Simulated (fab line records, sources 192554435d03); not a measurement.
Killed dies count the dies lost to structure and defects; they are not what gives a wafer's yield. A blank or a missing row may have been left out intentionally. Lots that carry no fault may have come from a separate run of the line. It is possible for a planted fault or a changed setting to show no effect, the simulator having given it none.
A lot that was struck, set against a sound lot ; flow n5 finfet ; 16 out of 1938 route steps
Sound: these wafers, L785.3, L785.4, L785.5. Struck: wafers L793.1, L793.4, L793.6. Last of all comes the cause.
Per side, at each step with rows, come the tool, then ch with its chambers, and then its first start. Under that, the readings that differ: sound wafers ; struck wafers ; difference of the means ; sigmas: that difference in standard deviations of wafers without a fault.
alike: readings with means less than 2 such deviations apart, plus words and numbers identical on both sides. not compared: withheld readings, readings lacking a value on some wafer, bounds such as >300 that could conceal the same value, and numbers that have no deviation in the record and whose values overlap.
Wherever a step has rows on one side only, a row that says differs or no value, or a row with sigmas, the two part there. Non-overlapping numbers with no deviation appear without sigmas and do not part them. A reading that every wafer of one side lacks parts them only if that side has two wafers or more.

first, 1 step without rows for these wafers: N5_BEOL_M2_SPUTTER_90 (material Cu, target thk 4.5 nm, time 8.29 s).
N5_BEOL_M2_ANNEAL_91: time 240 s.
  struck on pvd sputter-01, day 9 04:44; sound on pvd sputter-02, day 7 00:45
  alike: heater power w
then, 1 step without rows for these wafers: N5_BEOL_M2_SPUTTER_92 (material Cu, target thk 4.5 nm, time 8.29 s).
N5_BEOL_M2_ANNEAL_93: time 240 s.
  struck on pvd sputter-01, day 9 04:58; sound on pvd sputter-02, day 7 00:58
  alike: heater power w
N5_BEOL_M2_SPUTTER_94: material Cu, target thk 4.5 nm, time 8.29 s.
  struck on pvd sputter-01, day 9 05:06; sound on pvd sputter-02, day 7 01:07
  alike: throttle valve pct
N5_BEOL_M2_ANNEAL_95: time 240 s.
  struck on pvd sputter-01, day 9 05:11; sound on pvd sputter-02, day 7 01:11
  alike: heater power w
N5_BEOL_M2_SPUTTER_96: material Cu, target thk 4.5 nm, time 8.29 s.
  struck on pvd sputter-01, day 9 05:19; sound on pvd sputter-02, day 7 01:20
  alike: throttle valve pct
then, 3 steps without rows for these wafers: N5_BEOL_M2_ECD_50 (material Cu, target thk 300 nm); N5_BEOL_M2_ANNEAL_51 (time 90 s); N5_BEOL_M2_CMP_52 (polishes, stops on SiOC, t overpolish 6.8 s, target thk 40 nm).
N5_BEOL_M2_THK_MEAS_53: measures by xrf.
  struck on film metro-02, day 9 06:06; sound on film metro-01, day 7 02:09
  alike: M2_THK
then, 1 step without rows for these wafers: N5_BEOL_M2_PRE_CLEAN_60 (time 15 s).
N5_BEOL_M2_CO_CAP_55: material Co, precursor CCTBA/H2, target thk 2 nm, time 102.1 s.
  sound on cvd co-01 ch 0,1,2, day 7 02:18; struck on cvd co-01 ch 0,1,2, day 9 06:11
  no value came back on the struck wafers for chamber pressure Torr (Torr), heater power outer w (W), heater power w (W); on the sound wafers chamber pressure Torr (Torr) reads 29.96 29.91 29.99
then, 1 step without rows for these wafers: N5_BEOL_M2_PRE_CLEAN_56 (time 15 s).
N5_BEOL_M4_RC_MEAS_101:
  sound on prober-01 ch 0, day 8 08:31; struck on prober-01 ch 0, day 10 03:45
  alike: DIBL_N, DIBL_P, IOFF_N, IOFF_P, ION_N, ION_P, SS_N, SS_P, VT_N, VT_P
-- here the record skips 4 days between the struck wafers' starts before and after, leaving off in module BEOL_M4 and picking up in module PASSIVATION (first step shown: number 1936 of the route) --
N5_PASSIVATION_PROBE_49:
  struck on prober-01, day 14 06:51; sound on prober-01, day 12 13:04
  alike: defect limited yield, killed_at_M0_to_M3, killed_at_M4_up, killed at contacts, killed at front end, killed at other, killed dies, killed open, killed short, sort_bin_5_function, sort_bin_6_memory, sort_bin_8_speed, sort n pass, sort yield pct

## WHERE THEY PART
At N5_BEOL_M2_CO_CAP_55 and nowhere else, as far as this record goes. Later steps at which nothing parts them and some readings are alike: N5_BEOL_M4_RC_MEAS_101, N5_PASSIVATION_PROBE_49.

WHY: what the simulator had put in
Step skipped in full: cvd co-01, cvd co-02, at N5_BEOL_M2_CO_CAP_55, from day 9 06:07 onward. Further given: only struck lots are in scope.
